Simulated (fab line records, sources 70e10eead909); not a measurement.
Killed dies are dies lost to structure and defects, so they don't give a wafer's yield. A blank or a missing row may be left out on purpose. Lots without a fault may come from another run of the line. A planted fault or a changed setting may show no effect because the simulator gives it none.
fab line records | flow nand_harc
record lots=24 wafers=72 last_day=33
route steps=1302 shown A_STAIRCASE@650
lots that met no fault: from a run of the same line without faults
start_h: hours from the record's first day to the start of the lot's first wafer shown | wait_h: hours since the lot's step before | " the same as in the row above | L1.1+2: a row that stands for several wafers | - no value, or no start given | * or withheld: withheld | < > ~ a bound
route shown NAME@n: a module of which the file shows steps, and the number in the route of the first | usual: mean/standard deviation of fault-free wafers | same: alike in all rows | chamber/n: place in a boat | sites: the reading at each site | _std_site: their standard deviation | _edge_site: outer sites' mean less inner sites' | radius_mm: how far each site lies from the wafer's centre | mask NAME#n: copy n | behind: the tool/chamber that last shaped the wafer | hold: why the lot was held/for how many hours/how that ended | device: the transistor (n, p or np) that didn't switch | end of line: the same wafers' tests at the end of the route | a step without rows: its recipe alone | killed: dies lost to structure and defects at the first sort, not the wafer's yield | map: a wafer's dies, x killed, . not, _ none there
set.NAME: the setting as run; set.NAME@STEP: as run at that earlier step | model.NAME: the simulator's own value behind a step, which no gauge read
steps of the route over a sample of lots; a table a step, a row a wafer
services: from which hour (start_h, from the record's first day; less than 0 if before it) a tool's chamber was out of use, for how many hours, and why
## steps
# step NHARC_A_STAIRCASE_DESCUM_168
# recipe time_s=3 o2_flow_sccm=200 ar_flow_sccm=0 bias_power_w=0 chemistry=O2
# usual drypump_motor_current_A=5.8/0.44 oes_product_au=1.002/0.01 rf_vpp_V=57.9/0.86 showerhead_plenum_p_Torr=1.93/0.082 throttle_valve_pct=11.311/0.009
# columns lot.wafer tool chamber start_h wait_h drypump_motor_current_A oes_product_au rf_hours_counter_h rf_vpp_V showerhead_plenum_p_Torr throttle_valve_pct
L074.3 rie_diel-02 1 350.76 - 5.1 1.012 37 58.0 2.00 11.288
L074.1 " 0 " " 6.3 0.994 46 57.5 1.81 11.308
L074.6 " 2 " " 5.6 1.001 - 56.5 1.76 11.308
L075.1 rie_diel-02 0 350.93 - 6.2 0.985 46 57.1 1.81 11.300
L075.4 " 1 " " 5.1 1.026 37 57.1 2.00 11.316
L075.5 " 0 " " 6.3 0.984 - 57.3 1.81 11.310
L077.3 rie_diel-13 2 371.05 - 5.8 0.995 8 56.9 1.85 11.311
L077.4 " 3 " " 5.9 1.003 - 57.2 1.93 11.321
L077.6 " 0 " " 5.9 0.988 - 58.7 1.98 11.296
L076.1 rie_diel-09 1 375.25 - 5.5 1.015 19 58.2 1.94 11.309
L076.5 " 1 " " 5.5 1.010 - 57.0 1.94 11.324
L076.4 " 2 " " 6.4 0.996 - 58.8 2.00 11.316
L078.2 rie_diel-13 0 381.24 - 5.9 1.006 13 57.2 1.98 11.324
L078.3 " 2 " " 5.8 1.009 13 58.5 1.85 11.313
L078.5 " 2 " " 5.8 1.006 - 58.0 1.85 11.301
L079.1 rie_diel-02 3 407.21 - 5.7 0.996 1 57.4 1.93 11.321
L079.3 " 1 " " 5.2 0.987 1 58.8 1.99 11.315
L079.6 " 3 " " 5.7 0.994 - 58.8 1.93 11.308
L080.4 rie_diel-09 0 415.03 - 6.2 0.978 35 57.7 2.05 11.331
L080.1 " 3 " " 5.0 0.988 36 58.2 1.83 11.318
L080.6 " 1 " " 5.5 1.002 - 58.1 1.94 11.315
L081.4 rie_diel-09 1 428.46 - 5.5 1.011 36 58.2 1.94 11.306
L081.2 " 2 " " 6.3 0.999 38 58.0 1.99 11.322
L081.6 " 3 " " 5.0 1.003 - 56.6 1.83 11.310
L082.4 rie_diel-09 1 443.70 - 5.5 0.996 39 57.7 1.93 11.293
L082.3 " 3 " " 4.9 1.003 40 57.7 1.83 11.318
L082.6 " 1 " " 5.5 0.998 - 58.3 1.93 11.289
L084.2 rie_diel-13 1 454.53 - 5.9 0.996 20 58.3 1.96 11.328
L084.4 " 2 " " 5.8 1.021 37 56.5 1.84 11.315
L084.5 " 2 " " 5.8 1.012 - 59.1 1.84 11.311
L083.3 rie_diel-13 2 457.23 - 5.8 1.004 39 57.6 1.84 11.310
L083.1 " 3 " " 5.9 1.002 43 57.9 1.92 11.309
L083.5 " 3 " " 5.9 1.008 - 57.3 1.92 11.316
L085.3 rie_diel-02 1 462.51 - 5.1 1.000 16 58.6 1.99 11.320
L085.1 " 2 " " 5.6 1.016 21 56.7 2.07 11.296
L085.2 " 0 " " 6.3 1.004 19 57.9 1.80 11.312
L086.3 rie_diel-09 2 462.68 - 6.4 0.997 48 58.6 1.99 11.323
L086.2 " 0 " " 6.2 0.995 45 58.6 2.04 11.294
L086.6 " 2 " " 6.3 1.002 - 58.6 1.99 11.304
L087.4 rie_diel-02 2 495.99 - 5.6 1.011 29 58.6 2.07 11.324
L087.3 " 1 " " 5.1 0.993 24 56.8 1.98 11.307
L087.6 " 2 " " 5.6 1.020 - 58.4 2.07 11.302
L089.4 rie_diel-02 0 496.29 - 6.3 0.990 26 57.2 1.80 11.322
L089.1 " 1 " " 5.1 0.985 24 58.9 1.98 11.317
L089.6 " 1 " " 5.1 0.993 - 57.7 1.98 11.312
L088.1 rie_diel-09 0 506.64 - 6.2 0.993 0 58.4 2.04 11.306
L088.4 " 3 " " 5.0 1.002 0 57.2 1.82 11.322
L088.5 " 1 " " 5.5 1.007 - 57.3 1.93 11.313
L091.2 rie_diel-09 3 518.44 - 5.0 1.005 2 57.5 1.82 11.308
L091.3 " 1 " " 5.5 1.010 2 57.5 1.93 11.297
L091.6 " 2 " " 6.3 1.005 - 59.4 1.98 11.325
L093.3 rie_diel-09 3 526.43 - 5.0 0.994 5 57.0 1.82 11.305
L093.4 " 1 " " 5.5 1.019 4 58.5 1.93 11.305
L093.6 " 2 " " 6.3 1.004 - 57.0 1.98 11.302
L090.1 rie_diel-09 0 526.50 - 6.2 0.990 5 59.1 2.04 11.318
L090.6 " 1 " " 5.5 1.004 - 57.9 1.93 11.311
L090.5 " 2 " " 6.4 1.002 - 58.1 1.98 11.297
L092.4 rie_diel-02 1 534.02 - 5.1 0.985 36 55.9 1.98 11.321
L092.6 " 2 " " 5.7 1.021 - 58.4 2.06 11.318
L092.5 " 3 " " 5.7 0.992 - 57.7 1.92 11.308
L094.2 rie_diel-09 3 556.94 - 4.9 1.010 15 56.5 1.82 11.318
L094.1 " 1 " " 5.5 1.012 16 58.9 1.92 11.323
L094.4 " 2 " " 6.3 1.019 16 58.2 1.98 11.299
L095.2 rie_diel-09 2 557.12 - 6.3 1.005 16 55.5 1.98 11.293
L095.3 " 0 " " 6.2 0.984 15 58.5 2.03 11.313
L095.6 " 1 " " 5.5 1.006 - 58.9 1.92 11.304
L096.2 rie_diel-13 3 573.63 - 5.9 1.017 20 56.7 1.91 11.316
L096.4 " 1 " " 5.9 1.010 14 57.6 1.95 11.317
L096.5 " 2 " " 5.8 1.015 - 56.5 1.83 11.319
L097.4 rie_diel-13 2 573.67 - 5.8 1.010 17 58.3 1.83 11.314
L097.2 " 1 " " 6.0 1.010 14 59.2 1.95 11.300
L097.5 " 2 " " 5.7 1.003 - 57.1 1.83 11.300
# step NHARC_A_STAIRCASE_TRIM_20
# recipe time_s=211.2 o2_flow_sccm=500 ar_flow_sccm=0 bias_w=0 chemistry=O2
# usual drypump_motor_current_A=5.8/0.43 oes_product_au=1.000/0.0086 rf_vpp_V=57.9/0.84 showerhead_plenum_p_Torr=3.56/0.13 throttle_valve_pct=17.037/0.0091
# columns lot.wafer tool chamber start_h wait_h drypump_motor_current_A oes_product_au rf_hours_counter_h rf_vpp_V showerhead_plenum_p_Torr throttle_valve_pct
L075.4 rie_diel-09 3 354.63 0.1 4.9 0.999 12 59.2 3.40 17.026
L075.1 " 0 " " 6.2 0.994 8 59.3 3.77 17.048
L075.5 " 2 " " 6.4 1.006 - 57.6 3.67 17.029
L074.3 rie_diel-02 3 354.78 0.1 5.7 0.992 47 59.4 3.57 17.029
L074.1 " 0 " " 6.3 0.990 47 56.7 3.36 17.034
L074.6 " 3 " " 5.7 0.995 - 56.9 3.57 17.033
L077.3 rie_diel-09 2 374.02 0.1 6.4 1.005 20 58.9 3.67 17.042
L077.4 " 0 " " 6.2 0.997 17 56.9 3.77 17.037
L077.6 " 3 " " 5.0 1.004 - 57.9 3.40 17.049
L076.1 rie_diel-09 3 378.49 0.2 5.0 1.002 18 57.0 3.40 17.042
L076.4 " 1 " " 5.5 1.005 - 59.4 3.58 17.045
L076.5 " 2 " " 6.4 0.992 - 58.5 3.67 17.032
L078.2 rie_diel-09 2 384.22 0.1 6.3 0.992 22 58.9 3.67 17.029
L078.3 " 3 " " 5.0 0.991 20 57.7 3.40 17.026
L078.5 " 1 " " 5.5 1.009 - 57.7 3.57 17.039
L079.3 rie_diel-09 3 410.17 0.1 5.0 0.990 32 55.9 3.39 17.046
L079.1 " 1 " " 5.5 1.002 32 57.6 3.57 17.032
L079.6 " 0 " " 6.2 0.987 - 58.9 3.76 17.039
L080.1 rie_diel-13 1 417.86 0.1 6.0 0.996 11 58.2 3.62 17.041
L080.4 " 3 " " 5.9 1.005 31 58.3 3.55 17.043
L080.6 " 1 " " 6.0 1.006 - 57.5 3.62 17.058
L081.2 rie_diel-09 2 431.32 0.1 6.3 1.006 38 57.1 3.66 17.034
L081.4 " 3 " " 5.0 1.007 38 56.7 3.39 17.040
L081.6 " 0 " " 6.2 0.988 - 58.8 3.76 17.032
L082.3 rie_diel-09 3 446.83 0.1 5.0 1.004 41 57.5 3.39 17.041
L082.4 " 0 " " 6.2 1.007 38 57.6 3.75 17.012
L082.6 " 2 " " 6.4 1.007 - 58.0 3.66 17.036
L084.4 rie_diel-13 2 458.25 0.3 5.8 1.011 39 58.0 3.40 17.030
L084.2 " 0 " " 5.9 0.993 41 58.2 3.63 17.036
L084.5 " 1 " " 5.9 1.007 - 57.7 3.61 17.046
L083.1 rie_diel-13 2 460.47 0.1 5.8 1.006 40 57.3 3.40 17.038
L083.3 " 3 " " 5.9 0.996 44 57.1 3.54 17.043
L083.5 " 0 " " 5.9 0.979 - 57.9 3.63 17.047
L085.2 rie_diel-13 3 465.32 0.1 5.9 1.002 46 59.8 3.54 17.017
L085.1 " 0 " " 5.8 0.995 43 58.5 3.62 17.036
L085.3 " 2 " " 5.8 1.008 41 57.8 3.40 17.033
L086.3 rie_diel-09 1 465.86 0.1 5.5 1.003 45 57.7 3.56 17.032
L086.2 " 2 " " 6.4 0.997 49 57.8 3.65 17.033
L086.6 " 1 " " 5.5 0.997 - 58.0 3.56 17.021
L087.3 rie_diel-02 0 499.17 0.2 6.3 1.001 27 55.5 3.34 17.035
L087.4 " 2 " " 5.6 1.012 30 57.8 3.79 17.032
L087.6 " 1 " " 5.2 0.981 - 57.8 3.65 17.029
L089.1 rie_diel-13 3 499.50 0.1 5.9 1.000 56 58.0 3.53 17.061
L089.4 " 1 " " 5.9 1.008 38 58.0 3.60 17.028
L089.6 " 2 " " 5.8 1.009 - 57.5 3.39 17.041
L088.1 rie_diel-09 1 509.58 0.1 5.5 1.011 1 57.5 3.55 17.054
L088.4 " 0 " " 6.2 0.992 1 58.0 3.74 17.051
L088.5 " 1 " " 5.5 1.001 - 59.4 3.55 17.029
L091.3 rie_diel-02 1 521.44 0.1 5.2 0.990 31 58.0 3.65 17.033
L091.2 " 2 " " 5.7 1.013 36 58.8 3.79 17.042
L091.6 " 1 " " 5.1 0.993 - 58.4 3.65 17.043
L093.4 rie_diel-09 2 529.58 0.1 6.4 1.003 6 58.6 3.64 17.024
L093.3 " 1 " " 5.5 1.009 6 59.2 3.55 17.040
L093.6 " 3 " " 5.0 1.010 - 56.4 3.37 17.034
L090.1 rie_diel-13 1 529.90 0.1 5.9 0.996 1 57.1 3.60 17.044
L090.5 " 2 " " 5.8 1.009 - 58.0 3.39 17.029
L090.6 " 3 " " 5.9 1.010 - 58.5 3.53 17.054
L092.4 rie_diel-13 1 543.76 0.1 5.9 1.002 7 57.9 3.60 17.040
L092.5 " 1 " " 6.0 1.002 - 59.4 3.60 17.041
L092.6 " 2 " " 5.8 1.009 - 57.1 3.38 17.036
L094.1 rie_diel-09 0 559.89 0.1 6.2 0.985 15 57.3 3.73 17.024
L094.2 " 1 " " 5.5 1.001 17 57.6 3.55 17.032
L094.4 " 3 " " 5.0 1.003 15 57.5 3.37 17.030
L095.3 rie_diel-13 2 560.06 0.1 5.8 1.011 11 57.4 3.38 17.031
L095.2 " 1 " " 6.0 1.012 10 58.6 3.59 17.049
L095.6 " 2 " " 5.8 1.004 - 57.2 3.38 17.024
L096.2 rie_diel-13 1 578.13 0.1 5.9 0.998 16 58.4 3.59 17.056
L096.4 " 3 " " 5.9 1.011 22 58.1 3.52 17.039
L096.5 " 1 " " 5.9 1.008 - 57.3 3.59 17.033
L097.4 rie_diel-09 3 578.16 0.1 5.0 1.001 24 56.9 3.36 17.051
L097.2 " 0 " " 6.2 0.990 22 58.2 3.73 17.043
L097.5 " 3 " " 5.0 0.991 - 58.6 3.36 17.039
# step NHARC_A_STAIRCASE_ETCH_25
# recipe target_depth_a=1000 time_s=40.5 ion_energy_ev=400 c4f8_flow_sccm=20 o2_flow_sccm=10 ar_flow_sccm=withheld rf_w=600 bias_w=1000 chemistry=C4F8/O2
# usual oes_product_au=0.946/0.01 rf_vpp_V=897/4.7
# columns lot.wafer tool chamber start_h wait_h oes_product_au rf_hours_counter_h rf_vpp_V
L075.1 rie_diel-09 3 - - 0.952 13 891
L075.4 " 0 " " 0.939 9 905
L075.5 " 1 " " 0.954 - 898
L074.3 rie_diel-02 0 - - 0.929 48 891
L074.1 " 2 " " 0.947 42 887
L074.6 " 3 " " 0.940 - 897
L077.3 rie_diel-09 1 - - 0.943 19 897
L077.4 " 2 " " 0.956 20 902
L077.6 " 2 " " 0.947 - 900
L076.1 rie_diel-09 0 - - 0.937 17 905
L076.4 " 1 " " 0.950 20 897
L076.5 " 0 " " 0.931 - 903
L078.3 rie_diel-09 1 - - 0.936 21 899
L078.2 " 3 " " 0.931 20 892
L078.5 " 2 " " 0.946 - 901
L079.3 rie_diel-09 3 - - 0.938 32 891
L079.1 " 0 " " 0.926 33 905
L079.6 " 3 " " 0.942 - 891
L080.4 rie_diel-13 2 - - 0.948 28 890
L080.1 " 0 " " 0.940 29 899
L080.6 " 2 " " 0.940 - 892
L081.2 rie_diel-09 0 - - 0.933 35 903
L081.4 " 3 " " 0.956 38 892
L081.6 " 0 " " 0.930 - 904
L082.4 rie_diel-09 3 - - 0.950 41 891
L082.3 " 0 " " 0.953 38 905
L082.6 " 0 " " 0.945 - 903
L084.2 rie_diel-13 0 - - 0.951 42 901
L084.4 " 3 " " 0.951 44 897
L084.5 " 1 " " 0.949 - 900
L083.1 rie_diel-13 1 - - 0.947 24 901
L083.3 " 0 " " 0.945 42 899
L083.5 " 2 " " 0.953 - 891
L085.3 rie_diel-13 3 - - 0.943 46 896
L085.2 " 0 " " 0.934 44 899
L085.1 " 1 " " 0.940 25 898
L086.3 rie_diel-09 3 - - 0.934 52 890
L086.2 " 2 " " 0.947 50 898
L086.6 " 0 " " 0.944 - 904
L089.1 rie_diel-13 1 - - 0.950 39 898
L089.4 " 3 " " 0.940 57 897
L089.6 " 2 " " 0.948 - 893
L087.3 rie_diel-02 2 - - 0.961 32 905
L087.4 " 3 " " 0.914 36 896
L087.6 " 1 " " 0.938 - 900
L088.1 rie_diel-09 3 - - 0.970 1 890
L088.4 " 0 " " 0.930 1 902
L088.5 " 1 " " 0.947 - 897
L091.2 rie_diel-02 0 - - 0.937 36 889
L091.3 " 2 " " 0.953 37 907
L091.6 " 3 " " 0.943 - 896
L090.1 rie_diel-13 3 - - 0.942 2 896
L090.6 " 0 " " 0.926 - 899
L090.5 " 1 " " 0.952 - 899
L093.3 rie_diel-09 1 - - 0.944 7 896
L093.4 " 2 " " 0.942 7 900
L093.6 " 1 " " 0.943 - 896
L092.4 rie_diel-13 0 - - 0.951 9 897
L092.6 " 1 " " 0.986 - 899
L092.5 " 2 " " 0.960 - 891
L094.4 rie_diel-09 1 - - 0.952 17 897
L094.1 " 2 " " 0.954 17 900
L094.2 " 3 " " 0.952 15 890
L095.3 rie_diel-13 2 - - 0.962 11 892
L095.2 " 0 " " 0.958 13 900
L095.6 " 2 " " 0.964 - 891
L096.4 rie_diel-13 0 - - 0.933 20 898
L096.2 " 1 " " 0.952 17 900
L096.5 " 3 " " 0.948 - 894
L097.4 rie_diel-09 3 - - 0.929 25 889
L097.2 " 0 " " 0.944 24 902
L097.5 " 2 " " 0.949 - 900
# step NHARC_A_STAIRCASE_ETCH_27
# recipe target_depth_a=1000 time_s=40.5 ion_energy_ev=400 c4f8_flow_sccm=20 o2_flow_sccm=10 ar_flow_sccm=withheld rf_w=600 bias_w=1000 chemistry=C4F8/O2
# usual oes_product_au=0.946/0.011 rf_vpp_V=897/4.6
# columns lot.wafer tool chamber start_h wait_h oes_product_au rf_hours_counter_h rf_vpp_V
L075.1 rie_diel-09 0 - - 0.945 9 903
L075.4 " 2 " " 0.924 13 900
L075.5 " 1 " " 0.944 - 900
L074.1 rie_diel-02 3 - - 0.936 47 897
L074.3 " 0 " " 0.921 48 888
L074.6 " 2 " " 0.935 - 887
L077.3 rie_diel-09 1 - - 0.959 19 898
L077.6 " 3 " " 0.968 - 891
L077.4 " 2 " " 0.964 - 901
L076.1 rie_diel-09 2 - - 0.941 21 901
L076.4 " 3 " " 0.963 19 890
L076.5 " 1 " " 0.944 - 899
L078.3 rie_diel-09 3 - - 0.948 21 891
L078.2 " 0 " " 0.927 19 904
L078.5 " 2 " " 0.949 - 901
L079.1 rie_diel-09 0 - - 0.947 33 903
L079.3 " 2 " " 0.953 32 901
L079.6 " 0 " " 0.941 - 904
L080.1 rie_diel-13 3 - - 0.944 31 896
L080.4 " 0 " " 0.943 29 899
L080.6 " 3 " " 0.944 - 898
L081.2 rie_diel-09 3 - - 0.945 38 891
L081.4 " 1 " " 0.949 37 898
L081.6 " 2 " " 0.951 - 900
L082.4 rie_diel-09 3 - - 0.945 41 892
L082.3 " 1 " " 0.938 40 898
L082.6 " 3 " " 0.937 - 891
L084.2 rie_diel-13 0 - - 0.948 42 898
L084.4 " 2 " " 0.946 40 891
L084.5 " 0 " " 0.938 - 900
L083.3 rie_diel-13 0 - - 0.925 42 901
L083.1 " 1 " " 0.929 24 899
L083.5 " 3 " " 0.940 - 897
L085.1 rie_diel-13 2 - - 0.957 42 891
L085.2 " 3 " " 0.948 46 897
L085.3 " 0 " " 0.935 44 899
L086.3 rie_diel-09 2 - - 0.940 50 900
L086.2 " 3 " " 0.934 52 892
L086.6 " 1 " " 0.952 - 898
L089.1 rie_diel-13 0 - - 0.931 55 898
L089.4 " 3 " " 0.939 57 895
L089.6 " 0 " " 0.927 - 900
L087.3 rie_diel-02 2 - - 0.954 33 906
L087.4 " 0 " " 0.952 31 890
L087.6 " 1 " " 0.947 - 901
L088.1 rie_diel-09 3 - - 0.967 1 890
L088.4 " 0 " " 0.938 1 904
L088.5 " 0 " " 0.945 - 903
L091.2 rie_diel-02 3 - - 0.939 41 896
L091.3 " 0 " " 0.940 36 888
L091.6 " 2 " " 0.952 - 906
L090.1 rie_diel-13 0 - - 0.931 2 899
L090.6 " 2 " " 0.937 - 891
L090.5 " 3 " " 0.945 - 897
L093.3 rie_diel-09 1 - - 0.964 7 897
L093.4 " 2 " " 0.938 7 900
L093.6 " 0 " " 0.943 - 904
L092.4 rie_diel-13 0 - - 0.953 9 898
L092.6 " 3 " " 0.954 - 897
L092.5 " 0 " " 0.953 - 899
L094.1 rie_diel-09 2 - - 0.959 17 899
L094.4 " 3 " " 0.945 15 890
L094.2 " 0 " " 0.917 15 903
L095.3 rie_diel-13 3 - - 0.961 14 894
L095.2 " 0 " " 0.943 13 900
L095.6 " 2 " " 0.951 - 890
L096.2 rie_diel-13 1 - - 0.943 17 896
L096.4 " 2 " " 0.966 19 889
L096.5 " 3 " " 0.969 - 896
L097.2 rie_diel-09 1 - - 0.952 27 896
L097.4 " 2 " " 0.966 29 898
L097.5 " 1 " " 0.961 - 897
# step NHARC_A_STAIRCASE_ETCH_190
# recipe target_depth_a=1000 time_s=40.5 ion_energy_ev=400 c4f8_flow_sccm=20 o2_flow_sccm=10 ar_flow_sccm=withheld rf_w=600 bias_w=1000 chemistry=C4F8/O2
# usual oes_product_au=0.944/0.011 rf_vpp_V=897/5.1
# columns lot.wafer tool chamber start_h wait_h oes_product_au rf_hours_counter_h rf_vpp_V
L075.4 rie_diel-09 1 - - 0.930 10 896
L075.1 " 3 " " 0.945 13 892
L075.5 " 1 " " 0.927 - 898
L074.3 rie_diel-09 3 - - 0.946 14 890
L074.1 " 0 " " 0.934 10 905
L074.6 " 2 " " 0.936 - 902
L077.3 rie_diel-09 2 - - 0.949 20 901
L077.4 " 1 " " 0.943 - 898
L077.6 " 2 " " 0.938 - 900
L076.1 rie_diel-02 2 - - 0.934 50 886
L076.4 " 3 " " 0.958 55 897
L076.5 " 1 " " 0.969 - 901
L078.2 rie_diel-09 2 - - 0.938 24 901
L078.3 " 3 " " 0.942 21 892
L078.5 " 1 " " 0.953 - 897
L079.1 rie_diel-02 0 - - 0.945 3 891
L079.3 " 1 " " 0.922 3 899
L079.6 " 0 " " 0.937 - 890
L080.1 rie_diel-13 1 - - 0.939 12 900
L080.4 " 2 " " 0.952 29 892
L080.6 " 1 " " 0.936 - 900
L081.4 rie_diel-09 1 - - 0.942 37 898
L081.2 " 2 " " 0.939 38 901
L081.6 " 3 " " 0.940 - 892
L082.3 rie_diel-02 2 - - 0.974 14 907
L082.4 " 1 " " 0.931 11 900
L082.6 " 2 " " 0.983 - 906
L084.4 rie_diel-02 1 - - 0.938 16 899
L084.2 " 3 " " 0.925 24 897
L084.5 " 0 " " 0.943 - 890
L083.3 rie_diel-13 3 - - 0.937 45 896
L083.1 " 0 " " 0.940 43 899
L083.5 " 2 " " 0.944 - 892
L085.3 rie_diel-13 1 - - 0.941 26 899
L085.1 " 2 " " 0.965 42 892
L085.2 " 3 " " 0.960 47 896
L086.2 rie_diel-09 2 - - 0.936 50 900
L086.3 " 0 " " 0.948 48 904
L086.6 " 2 " " 0.940 - 901
L089.1 rie_diel-13 1 - - 0.944 41 899
L089.6 " 1 " " 0.944 - 899
L089.4 " 2 " " 0.943 - 890
L087.3 rie_diel-13 3 - - 0.954 59 896
L087.4 " 1 " " 0.943 - 898
L087.6 " 2 " " 0.956 - 891
L088.4 rie_diel-02 0 - - 0.942 33 888
L088.1 " 3 " " 0.962 38 897
L088.5 " 0 " " 0.947 - 889
L091.3 rie_diel-02 3 - - 0.936 42 897
L091.2 " 1 " " 0.943 32 901
L091.6 " 3 " " 0.935 - 897
L090.1 rie_diel-02 2 - - 0.961 43 905
L090.5 " 2 " " 0.971 - 905
L090.6 " 3 " " 0.937 - 895
L093.3 rie_diel-13 3 - - 0.947 2 896
L093.4 " 2 " " 0.950 2 892
L093.6 " 3 " " 0.968 - 897
L092.4 rie_diel-09 3 - - 0.943 13 889
L092.5 " 2 " " 0.943 - 901
L092.6 " 3 " " 0.934 - 888
L094.1 rie_diel-13 0 - - 0.947 13 900
L094.4 " 2 " " 0.944 11 891
L094.2 " 3 " " 0.943 14 896
L095.3 rie_diel-02 3 - - 0.942 55 896
L095.2 " 0 " " 0.944 51 889
L095.6 " 3 " " 0.939 - 896
L096.2 rie_diel-09 3 - - 0.938 26 890
L096.4 " 1 " " 0.930 28 897
L096.5 " 2 " " 0.942 - 900
L097.2 rie_diel-13 1 - - 0.928 18 899
L097.4 " 3 " " 0.933 23 896
L097.5 " 2 " " 0.940 - 891
# step NHARC_A_STAIRCASE_TRIM_198
# recipe time_s=211.2 o2_flow_sccm=500 ar_flow_sccm=0 bias_w=0 chemistry=O2
# usual drypump_motor_current_A=5.8/0.41 oes_product_au=1.000/0.0092 rf_vpp_V=57.8/0.87 showerhead_plenum_p_Torr=3.55/0.14 throttle_valve_pct=17.036/0.01
# columns lot.wafer tool chamber start_h wait_h drypump_motor_current_A oes_product_au rf_hours_counter_h rf_vpp_V showerhead_plenum_p_Torr throttle_valve_pct
L075.4 rie_diel-02 0 - - 6.3 0.986 50 56.8 3.35 17.025
L075.1 " 2 " " 5.6 1.000 44 56.5 3.27 17.054
L075.5 " 0 " " 6.3 0.999 - 56.1 3.35 17.039
L074.1 rie_diel-13 3 - - 5.9 1.007 4 57.4 3.56 17.030
L074.3 " 0 " " 5.9 0.991 4 57.8 3.65 17.047
L074.6 " 2 " " 5.8 0.996 - 55.9 3.42 17.050
L077.3 rie_diel-02 1 - - 5.1 1.021 44 57.3 3.67 17.032
L077.4 " 2 " " 5.6 1.006 48 58.5 3.27 17.040
L077.6 " 0 " " 6.3 0.989 - 57.7 3.35 17.040
L076.1 rie_diel-13 3 - - 5.9 1.000 13 57.4 3.56 17.030
L076.4 " 2 " " 5.8 0.996 - 56.8 3.41 17.033
L076.5 " 3 " " 5.9 1.014 - 58.3 3.56 17.049
L078.3 rie_diel-09 1 - - 5.5 1.005 23 59.5 3.57 17.041
L078.2 " 3 " " 5.0 0.998 21 58.2 3.40 17.039
L078.5 " 1 " " 5.5 1.010 - 56.9 3.57 17.053
L079.3 rie_diel-02 2 - - 5.6 1.011 4 57.1 3.81 17.043
L079.1 " 3 " " 5.7 0.993 4 58.4 3.56 17.037
L079.6 " 3 " " 5.7 0.995 - 58.2 3.56 17.021
L080.1 rie_diel-13 2 - - 5.8 0.998 29 57.3 3.40 17.027
L080.4 " 1 " " 5.9 1.006 13 58.0 3.62 17.023
L080.6 " 3 " " 5.9 1.007 - 58.9 3.55 17.049
L081.2 rie_diel-13 1 - - 6.0 0.993 16 58.2 3.62 17.042
L081.4 " 2 " " 5.8 1.011 32 57.7 3.40 17.039
L081.6 " 0 " " 5.9 0.996 - 59.5 3.63 17.044
L082.3 rie_diel-13 3 - - 5.9 0.992 41 57.5 3.54 17.030
L082.4 " 2 " " 5.8 1.018 36 56.8 3.40 17.052
L082.6 " 0 " " 5.9 0.999 - 57.5 3.63 17.027
L084.2 rie_diel-09 0 - - 6.3 1.008 45 57.9 3.75 17.041
L084.4 " 1 " " 5.5 0.999 45 58.4 3.56 17.027
L084.5 " 2 " " 6.3 1.008 - 58.2 3.65 17.049
L083.1 rie_diel-09 1 - - 5.5 1.002 45 60.0 3.56 17.041
L083.3 " 2 " " 6.4 0.995 48 59.0 3.65 17.047
L083.5 " 3 " " 5.0 0.993 - 58.1 3.38 17.031
L085.2 rie_diel-13 0 - - 5.9 1.004 45 58.3 3.62 17.050
L085.1 " 1 " " 6.0 1.008 26 58.4 3.61 17.034
L085.3 " 2 " " 5.8 1.022 43 57.9 3.40 17.031
L086.2 rie_diel-09 2 - - 6.4 1.000 51 58.3 3.65 17.029
L086.3 " 0 " " 6.2 0.994 48 58.8 3.75 17.036
L086.6 " 3 " " 5.0 1.000 - 57.1 3.38 17.025
L089.4 rie_diel-02 0 - - 6.3 0.993 31 58.2 3.33 17.035
L089.1 " 1 " " 5.1 0.991 28 57.5 3.65 17.018
L089.6 " 2 " " 5.6 1.006 - 58.7 3.79 17.022
L087.3 rie_diel-13 0 - - 5.9 1.001 56 57.9 3.62 17.031
L087.4 " 1 " " 5.9 0.993 42 58.8 3.60 17.041
L087.6 " 0 " " 5.9 0.996 - 58.6 3.62 17.030
L088.4 rie_diel-09 1 - - 5.5 1.009 1 58.5 3.55 17.050
L088.1 " 0 " " 6.2 0.985 1 57.6 3.74 17.036
L088.5 " 1 " " 5.5 1.009 - 57.0 3.55 17.032
L091.2 rie_diel-02 0 - - 6.3 1.009 38 57.8 3.33 17.041
L091.3 " 2 " " 5.6 0.999 38 57.4 3.79 17.037
L091.6 " 3 " " 5.7 0.978 - 57.7 3.54 17.053
L090.1 rie_diel-09 1 - - 5.5 1.013 7 58.2 3.55 17.052
L090.5 " 2 " " 6.4 0.995 - 58.3 3.64 17.037
L090.6 " 3 " " 5.0 1.003 - 55.8 3.37 17.036
L093.3 rie_diel-02 0 - - 6.3 1.002 41 55.9 3.33 17.051
L093.4 " 3 " " 5.7 0.993 48 57.5 3.53 17.035
L093.6 " 1 " " 5.2 0.990 - 59.2 3.64 17.039
L092.4 rie_diel-02 0 - - 6.3 1.007 48 58.0 3.32 17.056
L092.6 " 2 " " 5.6 1.018 - 58.6 3.78 17.019
L092.5 " 3 " " 5.7 0.994 - 57.6 3.53 17.026
L094.2 rie_diel-09 2 - - 6.4 1.007 18 59.0 3.64 17.030
L094.1 " 3 " " 5.0 0.995 16 56.8 3.37 17.043
L094.4 " 1 " " 5.5 1.005 18 60.0 3.54 17.041
L095.2 rie_diel-02 1 - - 5.2 0.978 49 58.4 3.64 17.021
L095.3 " 2 " " 5.7 0.998 57 57.1 3.78 17.017
L095.6 " 0 " " 6.3 0.993 - 56.5 3.32 17.057
L096.4 rie_diel-09 3 - - 5.0 0.995 26 57.7 3.36 17.036
L096.2 " 2 " " 6.3 1.016 30 57.7 3.63 17.024
L096.5 " 0 " " 6.2 0.987 - 57.5 3.73 17.039
L097.4 rie_diel-13 1 - - 6.0 0.995 18 56.4 3.59 17.045
L097.2 " 2 " " 5.8 1.005 21 57.4 3.38 17.026
L097.5 " 3 " " 5.9 1.005 - 56.1 3.52 17.026
## services
# columns tool chamber start_h hours kind
rie_diel-09 0 329.44 - clean
rie_diel-09 0 329.44 - consumable_replace:esc
rie_diel-09 1 329.44 - clean
rie_diel-09 2 329.44 - clean
rie_diel-09 3 329.44 - clean
rie_diel-09 1 333.54 7.2 repair
rie_diel-02 2 341.29 2.4 repair
rie_diel-13 - 342.08 9.0 pm
rie_diel-13 1 351.99 40.0 repair
rie_diel-09 0 353.94 - clean
rie_diel-09 1 353.94 - clean
rie_diel-09 3 361.40 6.2 repair
rie_diel-13 0 382.44 5.4 repair
rie_diel-02 - 394.00 9.0 pm
rie_diel-02 3 410.58 1.3 repair
rie_diel-02 2 417.28 3.9 repair
rie_diel-09 0 419.70 5.8 repair
rie_diel-09 1 440.37 1.2 repair
rie_diel-13 - 444.72 1.3 repair
rie_diel-09 - 497.45 9.0 pm
rie_diel-13 - 519.58 9.0 pm
rie_diel-02 3 538.62 6.4 repair
rie_diel-13 - 556.80 1.1 repair
rie_diel-02 - 571.06 9.0 pm
## key
fault none
